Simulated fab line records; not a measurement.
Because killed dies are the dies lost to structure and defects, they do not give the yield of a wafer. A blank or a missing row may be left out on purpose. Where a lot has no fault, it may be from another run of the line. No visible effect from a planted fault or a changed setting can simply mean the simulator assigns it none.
Which tool did it?	flow nand_harc	15 lots with 45 wafers sampled at 5 steps, on a route of 1159 steps

WHAT THE GAUGES SHOWED, per wafer
The record holds no reading of a measuring or inspecting step that can be judged against a usual standard deviation.

EACH LOT AND THE TOOL THAT RAN IT (in order: tool; ch and the chambers of the sampled wafers; start)
lot	NHARC_A_CONTACT_CVD_19	NHARC_A_CONTACT_CMP_20	NHARC_A_BLC_ETCH_17	NHARC_A_BLC_CVD_24	NHARC_A_BLC_CMP_25
L997	cvd_w-01 ch 0, day 17 17:26 or earlier	cmp-04 ch 0,1,2, day 17 17:26	rie_diel-10 ch 0,2, day 17 20:37 or earlier	cvd_w-01 ch 1, day 17 20:37	cmp-03 ch 0,1,2, day 17 21:07
L994	cvd_w-02 ch 0,1, day 17 17:54 or earlier	cmp-03 ch 1,2,3, day 17 17:54	rie_diel-08 ch 2,3, day 18 01:04 or earlier	cvd_w-02 ch 0,1, day 18 01:04	cmp-03 ch 1,2, day 18 01:23
L995	cvd_w-01 ch 0, day 17 19:35 or earlier	cmp-03 ch 0,1,3, day 17 19:35	rie_diel-10 ch 0,2,3, day 18 01:17 or earlier	cvd_w-02 ch 0,1, day 18 01:17	cmp-02 ch 1,2,3, day 18 01:49
L999	cvd_w-02 ch 0,1, day 17 19:56 or earlier	cmp-03 ch 1,2,3, day 17 19:56	rie_diel-08 ch 1,2, day 18 01:43 or earlier	cvd_w-02 ch 0,1, day 18 01:43	cmp-02 ch 2,3, day 18 02:14
L998	cvd_w-01 ch 0,1, day 18 02:04 or earlier	cmp-03 ch 0,2,3, day 18 02:04	rie_diel-08 ch 0,1,2, day 18 05:16 or earlier	cvd_w-02 ch 0,1, day 18 05:16	cmp-01 ch 2,3, day 18 05:44
L996	cvd_w-02 ch 0, day 18 03:02 or earlier	cmp-02 ch 0,1,3, day 18 03:02	rie_diel-10 ch 1,2, day 18 06:14 or earlier	cvd_w-02 ch 0,1, day 18 06:14	cmp-02 ch 0,2, day 18 06:42
L100	cvd_w-02 ch 0,1, day 19 05:17 or earlier	cmp-02 ch 1,2,3, day 19 05:17	rie_diel-10 ch 0,1,3, day 19 08:29 or earlier	cvd_w-01 ch 0,1, day 19 08:29	cmp-01 ch 0,1,3, day 19 09:01
L102	cvd_w-01 ch 0,1, day 19 15:55 or earlier	cmp-04 ch 0,1,3, day 19 15:55	rie_diel-08 ch 0,2,3, day 20 07:15 or earlier	cvd_w-01 ch 0,1, day 20 07:15	cmp-02 ch 0,2,3, day 20 07:45
L104	cvd_w-01 ch 0,1, day 20 01:14 or earlier	cmp-02 ch 0,2,3, day 20 01:14	rie_diel-08 ch 0,1,2, day 20 09:31 or earlier	cvd_w-01 ch 0,1, day 20 09:31	cmp-02 ch 0,3, day 20 09:58
L103	cvd_w-01 ch 0,1, day 20 03:02 or earlier	cmp-04 ch 0,1,3, day 20 03:02	rie_diel-08 ch 0,3, day 20 18:22 or earlier	cvd_w-01 ch 0,1, day 20 18:22	cmp-01 ch 0,1, day 20 18:55
L106	cvd_w-01 ch 0,1, day 20 09:35 or earlier	cmp-02 ch 0,2,3, day 20 09:35	rie_diel-08 ch 0,3, day 20 19:27 or earlier	cvd_w-02 ch 0,1, day 20 19:27	cmp-02 ch 2,3, day 20 21:04
L107	cvd_w-02 ch 0,1, day 20 20:38 or earlier	cmp-04 ch 2,3, day 20 20:38	rie_diel-10 ch 1,3, day 21 03:04 or earlier	cvd_w-02 ch 0, day 21 03:04	cmp-02 ch 1,2,3, day 21 03:33
L105	cvd_w-02 ch 0,1, day 21 03:10 or earlier	cmp-04 ch 0,1,2, day 21 03:10	rie_diel-10 ch 0,2,3, day 21 11:13 or earlier	cvd_w-02 ch 0,1, day 21 11:13	cmp-02 ch 1,2,3, day 21 12:59
L108	cvd_w-02 ch 0,1, day 21 04:21 or earlier	cmp-04 ch 1,3, day 21 04:21	rie_diel-10 ch 1,2, day 21 12:33 or earlier	cvd_w-02 ch 0,1, day 21 12:33	cmp-03 ch 0,1, day 21 12:56
L115	cvd_w-01 ch 0,1, day 22 19:51 or earlier	cmp-04 ch 0,3, day 22 19:51	rie_diel-08 ch 0,1,2, day 22 23:01 or earlier	cvd_w-02 ch 0, day 22 23:01	cmp-03 ch 1,2, day 23 00:13
- NHARC_A_CONTACT_CVD_19: deposits W, target thk 300 nm, time 802 s.
- NHARC_A_CONTACT_CMP_20: polishes, t overpolish 30 s, target thk 300 nm.
- NHARC_A_BLC_ETCH_17: etches the open film in N2/H2, target depth 390 nm, time 609.38 s.
- NHARC_A_BLC_CVD_24: deposits W, target thk 150 nm, time 434 s.
- NHARC_A_BLC_CMP_25: polishes, t overpolish 30 s, target thk 150 nm.

WHAT THE TOOLS THEMSELVES READ (means of the sampled wafers that have a number; where no wafer has one, the mark that the record gives instead)
NHARC_A_CONTACT_CVD_19.
lot	tool	heater_power_w (W)	throttle_valve_pct (%)
L997	cvd_w-01	419	7.3
L994	cvd_w-02	447	8.4
L995	cvd_w-01	416	7.6
L999	cvd_w-02	486	8.0
L998	cvd_w-01	422	7.7
L996	cvd_w-02	519	7.7
L100	cvd_w-02	449	8.4
L102	cvd_w-01	426	7.7
L104	cvd_w-01	424	7.6
L103	cvd_w-01	426	7.6
L106	cvd_w-01	433	7.7
L107	cvd_w-02	450	8.2
L105	cvd_w-02	447	8.3
L108	cvd_w-02	484	8.2
L115	cvd_w-01	437	7.8

NHARC_A_CONTACT_CMP_20.
lot	tool	motor_current_A (A)	overpolish_run_s (s)	time_to_endpoint_s (s)
L997	cmp-04	12.5	30.012	64
L994	cmp-03	11.7	29.992	57
L995	cmp-03	11.4	29.995	58
L999	cmp-03	11.7	30.000	62
L998	cmp-03	11.7	30.014	60
L996	cmp-02	12.1	29.993	63
L100	cmp-02	12.4	30.003	63
L102	cmp-04	12.2	30.005	61
L104	cmp-02	11.4	29.997	58
L103	cmp-04	12.3	30.001	59
L106	cmp-02	11.9	30.006	58
L107	cmp-04	11.3	29.995	55
L105	cmp-04	12.7	30.006	65
L108	cmp-04	13.1	29.995	58
L115	cmp-04	11.7	30.007	62

NHARC_A_BLC_ETCH_17.
lot	tool	drypump_motor_current_A (A)	oes_product_au (a.u.)	rf_fwd_power_W (W)	rf_vpp_V (V)	showerhead_plenum_p_Torr (Torr)	throttle_valve_pct (%)
L997	rie_diel-10	5.2	1.010	397.6	428	1.95	14.175
L994	rie_diel-08	5.5	1.001	398.2	427	1.89	14.183
L995	rie_diel-10	5.6	0.996	399.4	431	2.04	14.172
L999	rie_diel-08	5.4	0.994	401.8	429	1.98	14.174
L998	rie_diel-08	5.8	0.998	398.0	431	2.06	14.174
L996	rie_diel-10	5.4	1.003	399.8	430	2.02	14.170
L100	rie_diel-10	5.3	1.011	400.3	431	2.05	14.170
L102	rie_diel-08	5.8	1.000	398.9	429	1.97	14.169
L104	rie_diel-08	5.8	0.998	399.6	431	2.05	14.174
L103	rie_diel-08	6.2	1.000	399.2	431	2.05	14.177
L106	rie_diel-08	5.9	0.993	399.5	429	1.98	14.174
L107	rie_diel-10	5.3	1.004	399.8	432	2.09	14.171
L105	rie_diel-10	5.6	1.000	399.3	430	2.04	14.172
L108	rie_diel-10	5.5	0.995	399.1	430	2.01	14.176
L115	rie_diel-08	5.7	0.999	399.0	431	2.05	14.180

NHARC_A_BLC_CVD_24.
lot	tool	heater_power_w (W)	throttle_valve_pct (%)
L997	cvd_w-01	429	7.8
L994	cvd_w-02	444	8.2
L995	cvd_w-02	479	8.0
L999	cvd_w-02	447	8.3
L998	cvd_w-02	493	8.1
L996	cvd_w-02	489	8.2
L100	cvd_w-01	428	7.7
L102	cvd_w-01	433	7.6
L104	cvd_w-01	426	7.7
L103	cvd_w-01	426	7.6
L106	cvd_w-02	485	8.1
L107	cvd_w-02	527	7.9
L105	cvd_w-02	448	8.4
L108	cvd_w-02	492	8.3
L115	cvd_w-02	530	8.0

NHARC_A_BLC_CMP_25.
lot	tool	motor_current_A (A)	overpolish_run_s (s)	time_to_endpoint_s (s)
L997	cmp-03	11.2	29.995	31.5
L994	cmp-03	11.4	30.005	30.2
L995	cmp-02	12.4	30.000	30.0
L999	cmp-02	11.4	29.985	28.3
L998	cmp-01	12.9	30.003	29.6
L996	cmp-02	11.1	29.996	28.4
L100	cmp-01	13.0	30.004	29.1
L102	cmp-02	11.5	29.994	29.2
L104	cmp-02	11.7	30.002	30.2
L103	cmp-01	12.1	29.996	30.8
L106	cmp-02	12.4	30.001	56.2
L107	cmp-02	12.1	30.000	28.2
L105	cmp-02	12.3	29.999	57.4
L108	cmp-03	10.8	30.002	32.7
L115	cmp-03	11.2	30.000	60.6

THE ANSWER, worked out from the rows above alone
Rule: the usual values come from the lots themselves. The widest of any qualifying gaps counts: lots, ordered by their means at a reading, are off when they make up no more than a third of the lots, leave a main group of 4 or more, and stand apart from it by 3 or more times the standard deviation of that group's means. A main group is skipped when, at the precision printed for the reading in the tables above, its means are all equal. Also off: a lot with no number at a reading for which 4 or more lots have one. Where the step has rows for the other lots, those lots are counted as sound. Order of review: gauges by route order, followed by the tools' own readings, for which a lot's mean as printed above is used. The first step at which some lot is off is used, and at that step the reading that is off furthest; a lot without a number counts as furthest.
Off: L106, L105, L115 (NHARC_A_BLC_CMP_25, time_to_endpoint_s). The main group has a mean of 29.9 s with a standard deviation of 1.3.
If a tool, at that step or one of the process steps before it, ran each lot that is off and ran no sound lot following the first of them, it fits. NHARC_A_CONTACT_CVD_19: start missing for some lots; hours and lot order therefore follow NHARC_A_CONTACT_CMP_20. NHARC_A_BLC_ETCH_17: start missing for some lots; hours and lot order therefore follow NHARC_A_BLC_CVD_24. Of those tried, none fits.

WHAT THE SIMULATOR PUT IN
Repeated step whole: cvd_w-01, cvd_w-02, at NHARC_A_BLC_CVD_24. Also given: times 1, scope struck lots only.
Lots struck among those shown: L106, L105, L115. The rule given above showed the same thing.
